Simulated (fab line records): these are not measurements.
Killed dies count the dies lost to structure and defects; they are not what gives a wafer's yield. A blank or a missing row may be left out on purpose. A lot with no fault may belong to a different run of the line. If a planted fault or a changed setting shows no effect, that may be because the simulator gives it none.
What tool caused it? / flow n5Finfet / 24 lots with 72 wafers sampled at 6 steps, on a route of 1938 steps

WHAT THE GAUGES READ, wafer by wafer
N5_SD_EPI_N_OVL_MEAS_10. Usual: SD_N_BLK_OVL typically reads 0.1 nm, with standard deviation 0.73.
lot=L074; measured=day 3 03:52; on=overlay-02; SD_N_BLK_OVL (nm)=-0.3 -1.2 -0.5; flag=
lot=L075; measured=day 3 12:11; on=overlay-01; SD_N_BLK_OVL (nm)=1.1 0.2 0.2; flag=
lot=L076; measured=day 3 13:21; on=overlay-01; SD_N_BLK_OVL (nm)=0.4 0.5 0.2; flag=
lot=L077; measured=day 3 21:56; on=overlay-01; SD_N_BLK_OVL (nm)=-0.5 -0.1 -1.0; flag=
lot=L078; measured=day 4 01:13; on=overlay-02; SD_N_BLK_OVL (nm)=0.1 -0.3 0.3; flag=
lot=L079; measured=day 4 06:38; on=overlay-01; SD_N_BLK_OVL (nm)=-1.0 -0.7 -0.1; flag=
lot=L080; measured=day 4 17:13; on=overlay-02; SD_N_BLK_OVL (nm)=0.4 1.0 0.6; flag=
lot=L081; measured=day 4 18:42; on=overlay-02; SD_N_BLK_OVL (nm)=1.0 0.9 1.0; flag=
lot=L082; measured=day 5 03:13; on=overlay-02; SD_N_BLK_OVL (nm)=0.6 0.0 1.0; flag=
lot=L083; measured=day 5 06:47; on=overlay-02; SD_N_BLK_OVL (nm)=1.3 0.0 0.5; flag=
lot=L084; measured=day 5 16:05; on=overlay-02; SD_N_BLK_OVL (nm)=-0.7 0.7 0.1; flag=
lot=L085; measured=day 5 21:02; on=overlay-02; SD_N_BLK_OVL (nm)=0.6 0.7 0.1; flag=
lot=L086; measured=day 6 03:16; on=overlay-01; SD_N_BLK_OVL (nm)=0.5 -1.0 0.7; flag=
lot=L087; measured=day 6 07:13; on=overlay-02; SD_N_BLK_OVL (nm)=0.1 -0.4 -0.3; flag=
lot=L088; measured=day 6 15:25; on=overlay-01; SD_N_BLK_OVL (nm)=1.0 1.6 1.8; flag=
lot=L089; measured=day 6 19:34; on=overlay-01; SD_N_BLK_OVL (nm)=0.0 0.0 -0.1; flag=
lot=L090; measured=day 6 23:20; on=overlay-01; SD_N_BLK_OVL (nm)=-0.6 -1.0 -1.1; flag=
lot=L091; measured=day 7 06:27; on=overlay-02; SD_N_BLK_OVL (nm)=-0.5 -0.2 -0.2; flag=
lot=L092; measured=day 7 12:12; on=overlay-01; SD_N_BLK_OVL (nm)=1.4 1.3 1.5; flag=
lot=L093; measured=day 7 18:39; on=overlay-01; SD_N_BLK_OVL (nm)=-1.1 0.3 0.0; flag=
lot=L094; measured=day 8 01:20; on=overlay-02; SD_N_BLK_OVL (nm)=-0.1 -0.2 0.5; flag=
lot=L095; measured=day 8 06:10; on=overlay-01; SD_N_BLK_OVL (nm)=0.5 1.1 -0.4; flag=
lot=L096; measured=day 8 12:49; on=overlay-02; SD_N_BLK_OVL (nm)=-0.8 -0.6 -0.9; flag=
lot=L097; measured=day 8 19:23; on=overlay-01; SD_N_BLK_OVL (nm)=-0.9 -0.7 -0.3; flag=

N5_SD_EPI_P_EPI_MEAS_23. Usual: thkNm reads 60.8 nm (standard deviation 1.2).
lot=L074; measured=day 3 11:49; on=filmMetro-02; thkNm (nm)=62.1 61.5 60.2; flag=
lot=L075; measured=day 3 21:00; on=filmMetro-02; thkNm (nm)=62.0 61.5 61.2; flag=
lot=L076; measured=day 3 21:43; on=filmMetro-02; thkNm (nm)=59.8 61.7 60.3; flag=
lot=L077; measured=day 4 08:19; on=filmMetro-01; thkNm (nm)=63.9 61.3 59.8; flag=
lot=L078; measured=day 4 10:01; on=filmMetro-02; thkNm (nm)=59.5 60.7 59.0; flag=
lot=L079; measured=day 4 15:01; on=filmMetro-02; thkNm (nm)=60.2 61.2 62.5; flag=
lot=L080; measured=day 5 02:45; on=filmMetro-02; thkNm (nm)=59.8 63.0 58.7; flag=
lot=L081; measured=day 5 02:56; on=filmMetro-02; thkNm (nm)=62.1 59.2 62.5; flag=
lot=L082; measured=day 5 13:10; on=filmMetro-02; thkNm (nm)=60.9 59.3 60.1; flag=
lot=L083; measured=day 5 15:25; on=filmMetro-02; thkNm (nm)=60.6 59.4 62.0; flag=
lot=L084; measured=day 6 01:44; on=filmMetro-01; thkNm (nm)=58.9 60.7 61.9; flag=
lot=L085; measured=day 6 06:02; on=filmMetro-01; thkNm (nm)=59.3 61.1 60.7; flag=
lot=L086; measured=day 6 12:55; on=filmMetro-02; thkNm (nm)=62.8 62.5 60.1; flag=
lot=L087; measured=day 6 16:59; on=filmMetro-02; thkNm (nm)=59.8 60.1 58.6; flag=
lot=L088; measured=day 7 00:56; on=filmMetro-01; thkNm (nm)=63.0 59.4 61.6; flag=
lot=L089; measured=day 7 06:23; on=filmMetro-01; thkNm (nm)=60.8 60.7 60.1; flag=
lot=L090; measured=day 7 09:07; on=filmMetro-01; thkNm (nm)=60.0 61.8 59.3; flag=
lot=L091; measured=day 7 14:31; on=filmMetro-01; thkNm (nm)=60.4 60.4 59.8; flag=
lot=L092; measured=day 7 20:53; on=filmMetro-02; thkNm (nm)=60.9 60.3 60.5; flag=
lot=L093; measured=day 8 04:17; on=filmMetro-02; thkNm (nm)=61.4 64.0 60.2; flag=
lot=L094; measured=day 8 11:11; on=filmMetro-01; thkNm (nm)=61.8 61.0 57.9; flag=
lot=L095; measured=day 8 14:08; on=filmMetro-01; thkNm (nm)=60.8 60.8 60.6; flag=
lot=L096; measured=day 8 20:53; on=filmMetro-01; thkNm (nm)=57.4 62.2 61.2; flag=
lot=L097; measured=day 9 03:56; on=filmMetro-02; thkNm (nm)=61.3 63.2 61.6; flag=

N5_SDB_CD_MEAS_11 targets a cd of 50 nm. Usual: cdNm reads 49.4 nm (standard deviation 1.6).
lot=L074; measured=day 3 20:10; on=cdSem-01; cdNm (nm)=49.8 50.1 50.7; flag=
lot=L075; measured=day 4 04:49; on=cdSem-02; cdNm (nm)=48.7 50.8 52.2; flag=
lot=L076; measured=day 4 05:25; on=cdSem-01; cdNm (nm)=49.3 49.1 51.1; flag=
lot=L077; measured=day 4 16:02; on=cdSem-02; cdNm (nm)=51.2 52.2 49.2; flag=
lot=L078; measured=day 4 17:43; on=cdSem-03; cdNm (nm)=50.5 49.2 48.6; flag=
lot=L079; measured=day 4 22:41; on=cdSem-03; cdNm (nm)=46.2 48.4 48.2; flag=
lot=L080; measured=day 5 10:41; on=cdSem-01; cdNm (nm)=49.5 48.1 47.3; flag=
lot=L081; measured=day 5 11:01; on=cdSem-01; cdNm (nm)=46.8 46.5 46.8; flag=
lot=L082; measured=day 5 20:52; on=cdSem-02; cdNm (nm)=48.1 48.7 49.6; flag=
lot=L083; measured=day 5 23:08; on=cdSem-03; cdNm (nm)=49.7 49.2 48.8; flag=
lot=L084; measured=day 6 09:53; on=cdSem-02; cdNm (nm)=51.0 48.1 47.9; flag=
lot=L085; measured=day 6 14:49; on=cdSem-03; cdNm (nm)=47.5 48.9 47.3; flag=
lot=L086; measured=day 6 20:44; on=cdSem-01; cdNm (nm)=50.4 48.1 50.3; flag=
lot=L087; measured=day 7 00:52; on=cdSem-01; cdNm (nm)=50.5 51.9 49.5; flag=
lot=L088; measured=day 7 08:43; on=cdSem-02; cdNm (nm)=50.0 50.3 50.8; flag=
lot=L089; measured=day 7 13:58; on=cdSem-02; cdNm (nm)=48.8 46.9 48.8; flag=
lot=L090; measured=day 7 16:59; on=cdSem-03; cdNm (nm)=50.0 46.9 46.6; flag=
lot=L091; measured=day 7 22:35; on=cdSem-02; cdNm (nm)=48.6 51.4 48.6; flag=
lot=L092; measured=day 8 04:43; on=cdSem-02; cdNm (nm)=51.5 50.2 51.3; flag=
lot=L093; measured=day 8 13:21; on=cdSem-02; cdNm (nm)=49.2 51.9 48.1; flag=
lot=L094; measured=day 8 19:31; on=cdSem-02; cdNm (nm)=52.2 49.5 49.0; flag=
lot=L095; measured=day 8 22:49; on=cdSem-01; cdNm (nm)=47.6 47.2 50.1; flag=
lot=L096; measured=day 9 04:50; on=cdSem-02; cdNm (nm)=48.5 49.2 47.9; flag=
lot=L097; measured=day 9 11:46; on=cdSem-02; cdNm (nm)=48.7 48.0 48.5; flag=

WHICH TOOL RAN EACH LOT (tool, then ch and the chambers of the sampled wafers, then the start)
lot=L074; N5_SD_EPI_P_ETCH_37=rieDiel-02 ch 0,1,2, day 3 08:20; N5_ILD0_LINER_00=aldSin-01 ch 0,1,3, day 3 12:59; N5_SDB_HM_DEP_00=pecvd-03 ch 1,2, day 3 19:50
lot=L075; N5_SD_EPI_P_ETCH_37=rieDiel-05 ch 0,2,3, day 3 16:41; N5_ILD0_LINER_00=aldSin-01 ch 1,2,3, day 3 22:05; N5_SDB_HM_DEP_00=pecvd-03 ch 0,1, day 4 04:21
lot=L076; N5_SD_EPI_P_ETCH_37=rieDiel-06 ch 0,1,3, day 3 18:14; N5_ILD0_LINER_00=aldSin-01 ch 0,1,2, day 3 22:42; N5_SDB_HM_DEP_00=pecvd-04 ch 0,1, day 4 04:58
lot=L077; N5_SD_EPI_P_ETCH_37=rieDiel-02 ch 1,3, day 4 04:01; N5_ILD0_LINER_00=aldSin-03 ch 0,1,3, day 4 09:16; N5_SDB_HM_DEP_00=pecvd-04 ch 1,2, day 4 15:35
lot=L078; N5_SD_EPI_P_ETCH_37=rieDiel-05 ch 2,3, day 4 06:32; N5_ILD0_LINER_00=aldSin-03 ch 1,2, day 4 10:59; N5_SDB_HM_DEP_00=pecvd-02 ch 1,2, day 4 17:16
lot=L079; N5_SD_EPI_P_ETCH_37=rieDiel-06 ch 0,2, day 4 11:34; N5_ILD0_LINER_00=aldSin-03 ch 0,1,2, day 4 15:59; N5_SDB_HM_DEP_00=pecvd-04 ch 1,2, day 4 22:14
lot=L080; N5_SD_EPI_P_ETCH_37=rieDiel-05 ch 0,1,3, day 4 22:25; N5_ILD0_LINER_00=aldSin-02 ch 0,2,3, day 5 03:59; N5_SDB_HM_DEP_00=pecvd-03 ch 0,1,2, day 5 10:14
lot=L081; N5_SD_EPI_P_ETCH_37=rieDiel-05 ch 0,2,3, day 4 23:29; N5_ILD0_LINER_00=aldSin-03 ch 2,3, day 5 04:18; N5_SDB_HM_DEP_00=pecvd-04 ch 1,2, day 5 10:34
lot=L082; N5_SD_EPI_P_ETCH_37=rieDiel-06 ch 0,1, day 5 08:52; N5_ILD0_LINER_00=aldSin-02 ch 1,3, day 5 14:16; N5_SDB_HM_DEP_00=pecvd-02 ch 0,1, day 5 20:33
lot=L083; N5_SD_EPI_P_ETCH_37=rieDiel-02 ch 0,1,2, day 5 11:14; N5_ILD0_LINER_00=aldSin-01 ch 1,2, day 5 16:25; N5_SDB_HM_DEP_00=pecvd-04 ch 1,2, day 5 22:41
lot=L084; N5_SD_EPI_P_ETCH_37=rieDiel-06 ch 2,3, day 5 21:25; N5_ILD0_LINER_00=aldSin-02 ch 2,3, day 6 02:50; N5_SDB_HM_DEP_00=pecvd-02 ch 0,1, day 6 09:26
lot=L085; N5_SD_EPI_P_ETCH_37=rieDiel-05 ch 1,2,3, day 6 02:35; N5_ILD0_LINER_00=aldSin-02 ch 0,3, day 6 07:02; N5_SDB_HM_DEP_00=pecvd-03 ch 1,2, day 6 14:22
lot=L086; N5_SD_EPI_P_ETCH_37=rieDiel-05 ch 1,2, day 6 08:37; N5_ILD0_LINER_00=aldSin-01 ch 0,1,2, day 6 14:01; N5_SDB_HM_DEP_00=pecvd-04 ch 0,1,2, day 6 20:17
lot=L087; N5_SD_EPI_P_ETCH_37=rieDiel-02 ch 0,3, day 6 12:42; N5_ILD0_LINER_00=aldSin-03 ch 0,2,3, day 6 18:08; N5_SDB_HM_DEP_00=pecvd-03 ch 0,1,2, day 7 00:25
lot=L088; N5_SD_EPI_P_ETCH_37=rieDiel-02 ch 0,1, day 6 20:38; N5_ILD0_LINER_00=aldSin-01 ch 0,1,2, day 7 02:00; N5_SDB_HM_DEP_00=pecvd-02 ch 0,1, day 7 08:16
lot=L089; N5_SD_EPI_P_ETCH_37=rieDiel-06 ch 1,2, day 7 00:58; N5_ILD0_LINER_00=aldSin-02 ch 0,1,2, day 7 07:22; N5_SDB_HM_DEP_00=pecvd-03 ch 0,2, day 7 13:38
lot=L090; N5_SD_EPI_P_ETCH_37=rieDiel-06 ch 0,1, day 7 05:39; N5_ILD0_LINER_00=aldSin-02 ch 0,1, day 7 10:07; N5_SDB_HM_DEP_00=pecvd-02 ch 0,2, day 7 16:39
lot=L091; N5_SD_EPI_P_ETCH_37=rieDiel-05 ch 0,1,3, day 7 11:04; N5_ILD0_LINER_00=aldSin-03 ch 0,1,3, day 7 16:00; N5_SDB_HM_DEP_00=pecvd-02 ch 0,1,2, day 7 22:15
lot=L092; N5_SD_EPI_P_ETCH_37=rieDiel-02 ch 1,3, day 7 17:26; N5_ILD0_LINER_00=aldSin-01 ch 1,3, day 7 21:59; N5_SDB_HM_DEP_00=pecvd-03 ch 1,2, day 8 04:16
lot=L093; N5_SD_EPI_P_ETCH_37=rieDiel-02 ch 0,1, day 8 00:00; N5_ILD0_LINER_00=aldSin-03 ch 1,2, day 8 05:17; N5_SDB_HM_DEP_00=pecvd-03 ch 0,1, day 8 12:54
lot=L094; N5_SD_EPI_P_ETCH_37=rieDiel-02 ch 0,1, day 8 06:52; N5_ILD0_LINER_00=aldSin-01 ch 0,3, day 8 12:20; N5_SDB_HM_DEP_00=pecvd-02 ch 1,2, day 8 19:11
lot=L095; N5_SD_EPI_P_ETCH_37=rieDiel-02 ch 1,2,3, day 8 10:41; N5_ILD0_LINER_00=aldSin-03 ch 1,2,3, day 8 16:14; N5_SDB_HM_DEP_00=pecvd-02 ch 0,1,2, day 8 22:29
lot=L096; N5_SD_EPI_P_ETCH_37=rieDiel-06 ch 0,1,3, day 8 17:24; N5_ILD0_LINER_00=aldSin-01 ch 2,3, day 8 22:07; N5_SDB_HM_DEP_00=pecvd-03 ch 1,2, day 9 04:23
lot=L097; N5_SD_EPI_P_ETCH_37=rieDiel-06 ch 1,2,3, day 9 00:29; N5_ILD0_LINER_00=aldSin-01 ch 0,2, day 9 05:02; N5_SDB_HM_DEP_00=pecvd-04 ch 1,2, day 9 11:17
- N5_SD_EPI_P_ETCH_37: etches SOC in N2/H2, overetch 108 nm, time 486 s.
- N5_ILD0_LINER_00: material SiNx, target thk 4 nm, pulse time 1 s, purge time 2 s.
- N5_SDB_HM_DEP_00: deposits SiNx from SiH4/NH3/N2, target thk 40 nm, time 35.3 s.

AS READ BY THE TOOLS THEMSELVES (means over the sampled wafers that have a number; for cases with no such wafer, the mark the record gives instead)
N5_SD_EPI_P_ETCH_37. Usual: value, then standard deviation, for each; drypumpMotorCurrentA 5.5 A / 0.43; h2FlowSccm 200.0 sccm / 0.6; oesProductAu 0.72 a.u. / 0.073; rfFwdPowerW 2997 W / 10; rfVppV 240.9 V / 1.5; showerheadPlenumPTorr 2.56 Torr / 0.11; throttleValvePct 23.7 % / 0.34.
lot=L074; tool=rieDiel-02; drypumpMotorCurrentA (A)=5.6; h2FlowSccm (sccm)=199.6; oesProductAu (a.u.)=0.70; rfFwdPowerW (W)=2993; rfVppV (V)=239.8; showerheadPlenumPTorr (Torr)=2.49; throttleValvePct (%)=23.5; flag=
lot=L075; tool=rieDiel-05; drypumpMotorCurrentA (A)=5.5; h2FlowSccm (sccm)=200.1; oesProductAu (a.u.)=0.81; rfFwdPowerW (W)=2996; rfVppV (V)=242.1; showerheadPlenumPTorr (Torr)=2.64; throttleValvePct (%)=23.8; flag=
lot=L076; tool=rieDiel-06; drypumpMotorCurrentA (A)=5.4; h2FlowSccm (sccm)=199.9; oesProductAu (a.u.)=0.66; rfFwdPowerW (W)=3000; rfVppV (V)=240.3; showerheadPlenumPTorr (Torr)=2.48; throttleValvePct (%)=23.4; flag=
lot=L077; tool=rieDiel-02; drypumpMotorCurrentA (A)=5.7; h2FlowSccm (sccm)=199.5; oesProductAu (a.u.)=0.70; rfFwdPowerW (W)=3000; rfVppV (V)=242.0; showerheadPlenumPTorr (Torr)=2.59; throttleValvePct (%)=23.8; flag=
lot=L078; tool=rieDiel-05; drypumpMotorCurrentA (A)=5.2; h2FlowSccm (sccm)=200.0; oesProductAu (a.u.)=0.81; rfFwdPowerW (W)=3001; rfVppV (V)=242.8; showerheadPlenumPTorr (Torr)=2.65; throttleValvePct (%)=23.9; flag=
lot=L079; tool=rieDiel-06; drypumpMotorCurrentA (A)=5.5; h2FlowSccm (sccm)=200.5; oesProductAu (a.u.)=0.65; rfFwdPowerW (W)=2983; rfVppV (V)=241.5; showerheadPlenumPTorr (Torr)=2.63; throttleValvePct (%)=23.5; flag=
lot=L080; tool=rieDiel-05; drypumpMotorCurrentA (A)=5.7; h2FlowSccm (sccm)=199.6; oesProductAu (a.u.)=0.82; rfFwdPowerW (W)=2992; rfVppV (V)=241.8; showerheadPlenumPTorr (Torr)=2.61; throttleValvePct (%)=24.0; flag=
lot=L081; tool=rieDiel-05; drypumpMotorCurrentA (A)=5.4; h2FlowSccm (sccm)=199.5; oesProductAu (a.u.)=0.79; rfFwdPowerW (W)=2996; rfVppV (V)=241.4; showerheadPlenumPTorr (Torr)=2.64; throttleValvePct (%)=23.8; flag=
lot=L082; tool=rieDiel-06; drypumpMotorCurrentA (A)=5.0; h2FlowSccm (sccm)=200.0; oesProductAu (a.u.)=0.62; rfFwdPowerW (W)=3019; rfVppV (V)=240.3; showerheadPlenumPTorr (Torr)=2.53; throttleValvePct (%)=23.5; flag=
lot=L083; tool=rieDiel-02; drypumpMotorCurrentA (A)=5.7; h2FlowSccm (sccm)=200.4; oesProductAu (a.u.)=0.69; rfFwdPowerW (W)=3001; rfVppV (V)=239.4; showerheadPlenumPTorr (Torr)=2.49; throttleValvePct (%)=23.5; flag=
lot=L084; tool=rieDiel-06; drypumpMotorCurrentA (A)=5.6; h2FlowSccm (sccm)=200.3; oesProductAu (a.u.)=0.74; rfFwdPowerW (W)=2997; rfVppV (V)=241.0; showerheadPlenumPTorr (Torr)=2.56; throttleValvePct (%)=23.5; flag=
lot=L085; tool=rieDiel-05; drypumpMotorCurrentA (A)=5.4; h2FlowSccm (sccm)=199.9; oesProductAu (a.u.)=0.80; rfFwdPowerW (W)=2990; rfVppV (V)=242.0; showerheadPlenumPTorr (Torr)=2.64; throttleValvePct (%)=24.1; flag=
lot=L086; tool=rieDiel-05; drypumpMotorCurrentA (A)=5.4; h2FlowSccm (sccm)=200.0; oesProductAu (a.u.)=0.79; rfFwdPowerW (W)=2999; rfVppV (V)=241.6; showerheadPlenumPTorr (Torr)=2.67; throttleValvePct (%)=24.0; flag=
lot=L087; tool=rieDiel-02; drypumpMotorCurrentA (A)=5.2; h2FlowSccm (sccm)=200.6; oesProductAu (a.u.)=0.68; rfFwdPowerW (W)=2995; rfVppV (V)=241.2; showerheadPlenumPTorr (Torr)=2.57; throttleValvePct (%)=23.7; flag=
lot=L088; tool=rieDiel-02; drypumpMotorCurrentA (A)=5.3; h2FlowSccm (sccm)=200.2; oesProductAu (a.u.)=0.68; rfFwdPowerW (W)=2998; rfVppV (V)=240.7; showerheadPlenumPTorr (Torr)=2.48; throttleValvePct (%)=23.4; flag=
lot=L089; tool=rieDiel-06; drypumpMotorCurrentA (A)=5.2; h2FlowSccm (sccm)=200.4; oesProductAu (a.u.)=0.69; rfFwdPowerW (W)=3004; rfVppV (V)=241.5; showerheadPlenumPTorr (Torr)=2.61; throttleValvePct (%)=23.6; flag=
lot=L090; tool=rieDiel-06; drypumpMotorCurrentA (A)=5.4; h2FlowSccm (sccm)=200.5; oesProductAu (a.u.)=0.78; rfFwdPowerW (W)=2993; rfVppV (V)=240.8; showerheadPlenumPTorr (Torr)=2.56; throttleValvePct (%)=23.4; flag=
lot=L091; tool=rieDiel-05; drypumpMotorCurrentA (A)=5.6; h2FlowSccm (sccm)=200.1; oesProductAu (a.u.)=0.79; rfFwdPowerW (W)=2990; rfVppV (V)=241.1; showerheadPlenumPTorr (Torr)=2.60; throttleValvePct (%)=24.1; flag=
lot=L092; tool=rieDiel-02; drypumpMotorCurrentA (A)=5.8; h2FlowSccm (sccm)=199.8; oesProductAu (a.u.)=0.69; rfFwdPowerW (W)=2995; rfVppV (V)=240.8; showerheadPlenumPTorr (Torr)=2.50; throttleValvePct (%)=23.6; flag=
lot=L093; tool=rieDiel-02; drypumpMotorCurrentA (A)=5.4; h2FlowSccm (sccm)=199.7; oesProductAu (a.u.)=0.68; rfFwdPowerW (W)=2984; rfVppV (V)=239.7; showerheadPlenumPTorr (Torr)=2.48; throttleValvePct (%)=23.4; flag=
lot=L094; tool=rieDiel-02; drypumpMotorCurrentA (A)=5.4; h2FlowSccm (sccm)=199.9; oesProductAu (a.u.)=0.68; rfFwdPowerW (W)=2988; rfVppV (V)=240.3; showerheadPlenumPTorr (Torr)=2.48; throttleValvePct (%)=23.4; flag=
lot=L095; tool=rieDiel-02; drypumpMotorCurrentA (A)=5.8; h2FlowSccm (sccm)=200.0; oesProductAu (a.u.)=0.67; rfFwdPowerW (W)=3007; rfVppV (V)=240.5; showerheadPlenumPTorr (Torr)=2.53; throttleValvePct (%)=23.8; flag=
lot=L096; tool=rieDiel-06; drypumpMotorCurrentA (A)=5.4; h2FlowSccm (sccm)=199.7; oesProductAu (a.u.)=0.72; rfFwdPowerW (W)=2995; rfVppV (V)=239.4; showerheadPlenumPTorr (Torr)=2.47; throttleValvePct (%)=23.4; flag=
lot=L097; tool=rieDiel-06; drypumpMotorCurrentA (A)=5.3; h2FlowSccm (sccm)=200.1; oesProductAu (a.u.)=0.68; rfFwdPowerW (W)=3002; rfVppV (V)=240.0; showerheadPlenumPTorr (Torr)=2.49; throttleValvePct (%)=23.5; flag=

N5_ILD0_LINER_00. Usual: heaterPowerW 828 W, standard deviation 82; precursorPulseHeightRel 1.000, standard deviation 0.02.
lot=L074; tool=aldSin-01; heaterPowerW (W)=842; precursorPulseHeightRel=0.989; flag=
lot=L075; tool=aldSin-01; heaterPowerW (W)=798; precursorPulseHeightRel=1.010; flag=
lot=L076; tool=aldSin-01; heaterPowerW (W)=867; precursorPulseHeightRel=1.002; flag=
lot=L077; tool=aldSin-03; heaterPowerW (W)=839; precursorPulseHeightRel=1.004; flag=
lot=L078; tool=aldSin-03; heaterPowerW (W)=790; precursorPulseHeightRel=1.019; flag=
lot=L079; tool=aldSin-03; heaterPowerW (W)=791; precursorPulseHeightRel=0.989; flag=
lot=L080; tool=aldSin-02; heaterPowerW (W)=755; precursorPulseHeightRel=1.004; flag=
lot=L081; tool=aldSin-03; heaterPowerW (W)=886; precursorPulseHeightRel=0.989; flag=
lot=L082; tool=aldSin-02; heaterPowerW (W)=859; precursorPulseHeightRel=0.999; flag=
lot=L083; tool=aldSin-01; heaterPowerW (W)=820; precursorPulseHeightRel=0.988; flag=
lot=L084; tool=aldSin-02; heaterPowerW (W)=751; precursorPulseHeightRel=1.003; flag=
lot=L085; tool=aldSin-02; heaterPowerW (W)=734; precursorPulseHeightRel=0.978; flag=
lot=L086; tool=aldSin-01; heaterPowerW (W)=881; precursorPulseHeightRel=1.014; flag=
lot=L087; tool=aldSin-03; heaterPowerW (W)=838; precursorPulseHeightRel=1.007; flag=
lot=L088; tool=aldSin-01; heaterPowerW (W)=877; precursorPulseHeightRel=0.973; flag=
lot=L089; tool=aldSin-02; heaterPowerW (W)=842; precursorPulseHeightRel=0.988; flag=
lot=L090; tool=aldSin-02; heaterPowerW (W)=835; precursorPulseHeightRel=1.003; flag=
lot=L091; tool=aldSin-03; heaterPowerW (W)=830; precursorPulseHeightRel=1.007; flag=
lot=L092; tool=aldSin-01; heaterPowerW (W)=770; precursorPulseHeightRel=0.997; flag=
lot=L093; tool=aldSin-03; heaterPowerW (W)=798; precursorPulseHeightRel=0.999; flag=
lot=L094; tool=aldSin-01; heaterPowerW (W)=847; precursorPulseHeightRel=0.993; flag=
lot=L095; tool=aldSin-03; heaterPowerW (W)=849; precursorPulseHeightRel=1.009; flag=
lot=L096; tool=aldSin-01; heaterPowerW (W)=815; precursorPulseHeightRel=1.015; flag=
lot=L097; tool=aldSin-01; heaterPowerW (W)=940; precursorPulseHeightRel=1.002; flag=

N5_SDB_HM_DEP_00. Usual: heaterPowerW 759 W, standard deviation 96; rfFwdPowerW 298.1 W, standard deviation 1; showerheadPlenumPTorr 5.13 Torr, standard deviation 0.047; throttleValvePct 40.8 %, standard deviation 2.2.
lot=L074; tool=pecvd-03; heaterPowerW (W)=683; rfFwdPowerW (W)=298.6; showerheadPlenumPTorr (Torr)=5.16; throttleValvePct (%)=40.4; flag=
lot=L075; tool=pecvd-03; heaterPowerW (W)=758; rfFwdPowerW (W)=298.0; showerheadPlenumPTorr (Torr)=5.17; throttleValvePct (%)=41.4; flag=
lot=L076; tool=pecvd-04; heaterPowerW (W)=732; rfFwdPowerW (W)=299.3; showerheadPlenumPTorr (Torr)=5.10; throttleValvePct (%)=43.6; flag=
lot=L077; tool=pecvd-04; heaterPowerW (W)=764; rfFwdPowerW (W)=297.9; showerheadPlenumPTorr (Torr)=5.06; throttleValvePct (%)=40.4; flag=
lot=L078; tool=pecvd-02; heaterPowerW (W)=896; rfFwdPowerW (W)=298.6; showerheadPlenumPTorr (Torr)=5.11; throttleValvePct (%)=39.3; flag=
lot=L079; tool=pecvd-04; heaterPowerW (W)=678; rfFwdPowerW (W)=297.0; showerheadPlenumPTorr (Torr)=5.06; throttleValvePct (%)=40.6; flag=
lot=L080; tool=pecvd-03; heaterPowerW (W)=757; rfFwdPowerW (W)=298.2; showerheadPlenumPTorr (Torr)=5.17; throttleValvePct (%)=40.0; flag=
lot=L081; tool=pecvd-04; heaterPowerW (W)=724; rfFwdPowerW (W)=297.9; showerheadPlenumPTorr (Torr)=5.05; throttleValvePct (%)=40.5; flag=
lot=L082; tool=pecvd-02; heaterPowerW (W)=793; rfFwdPowerW (W)=297.1; showerheadPlenumPTorr (Torr)=5.11; throttleValvePct (%)=42.5; flag=
lot=L083; tool=pecvd-04; heaterPowerW (W)=774; rfFwdPowerW (W)=297.4; showerheadPlenumPTorr (Torr)=5.08; throttleValvePct (%)=42.6; flag=
lot=L084; tool=pecvd-02; heaterPowerW (W)=771; rfFwdPowerW (W)=298.5; showerheadPlenumPTorr (Torr)=5.13; throttleValvePct (%)=41.8; flag=
lot=L085; tool=pecvd-03; heaterPowerW (W)=714; rfFwdPowerW (W)=298.5; showerheadPlenumPTorr (Torr)=5.16; throttleValvePct (%)=39.2; flag=
lot=L086; tool=pecvd-04; heaterPowerW (W)=735; rfFwdPowerW (W)=297.7; showerheadPlenumPTorr (Torr)=5.09; throttleValvePct (%)=41.8; flag=
lot=L087; tool=pecvd-03; heaterPowerW (W)=719; rfFwdPowerW (W)=297.8; showerheadPlenumPTorr (Torr)=5.17; throttleValvePct (%)=40.0; flag=
lot=L088; tool=pecvd-02; heaterPowerW (W)=861; rfFwdPowerW (W)=298.8; showerheadPlenumPTorr (Torr)=5.13; throttleValvePct (%)=41.7; flag=
lot=L089; tool=pecvd-03; heaterPowerW (W)=640; rfFwdPowerW (W)=298.5; showerheadPlenumPTorr (Torr)=5.19; throttleValvePct (%)=39.5; flag=
lot=L090; tool=pecvd-02; heaterPowerW (W)=863; rfFwdPowerW (W)=298.4; showerheadPlenumPTorr (Torr)=5.10; throttleValvePct (%)=41.8; flag=
lot=L091; tool=pecvd-02; heaterPowerW (W)=857; rfFwdPowerW (W)=297.8; showerheadPlenumPTorr (Torr)=5.11; throttleValvePct (%)=41.1; flag=
lot=L092; tool=pecvd-03; heaterPowerW (W)=646; rfFwdPowerW (W)=298.2; showerheadPlenumPTorr (Torr)=5.16; throttleValvePct (%)=40.5; flag=
lot=L093; tool=pecvd-03; heaterPowerW (W)=709; rfFwdPowerW (W)=296.9; showerheadPlenumPTorr (Torr)=5.16; throttleValvePct (%)=41.6; flag=
lot=L094; tool=pecvd-02; heaterPowerW (W)=858; rfFwdPowerW (W)=297.2; showerheadPlenumPTorr (Torr)=5.13; throttleValvePct (%)=40.3; flag=
lot=L095; tool=pecvd-02; heaterPowerW (W)=847; rfFwdPowerW (W)=298.0; showerheadPlenumPTorr (Torr)=5.12; throttleValvePct (%)=41.2; flag=
lot=L096; tool=pecvd-03; heaterPowerW (W)=722; rfFwdPowerW (W)=297.7; showerheadPlenumPTorr (Torr)=5.17; throttleValvePct (%)=40.7; flag=
lot=L097; tool=pecvd-04; heaterPowerW (W)=770; rfFwdPowerW (W)=297.8; showerheadPlenumPTorr (Torr)=5.07; throttleValvePct (%)=42.7; flag=

THE ANSWER, worked out from the rows above alone
Rule: lot off if the mean of its wafers having a number is beyond 3 standard deviations from the usual mean. A lot without any number at a reading at which 4 lots or more have one is off too. Where the step has rows for the other lots, those lots are counted as sound. Order of review: gauges by route order, followed by the tools' own readings, for which a lot's mean as printed above is used. The first step at which some lot is off is used, and at that step the reading that is off furthest; a lot without a number counts as furthest.
No lot is off on any of the readings shown, so nothing can be concluded from this.

WHAT THE SIMULATOR HAD INSERTED
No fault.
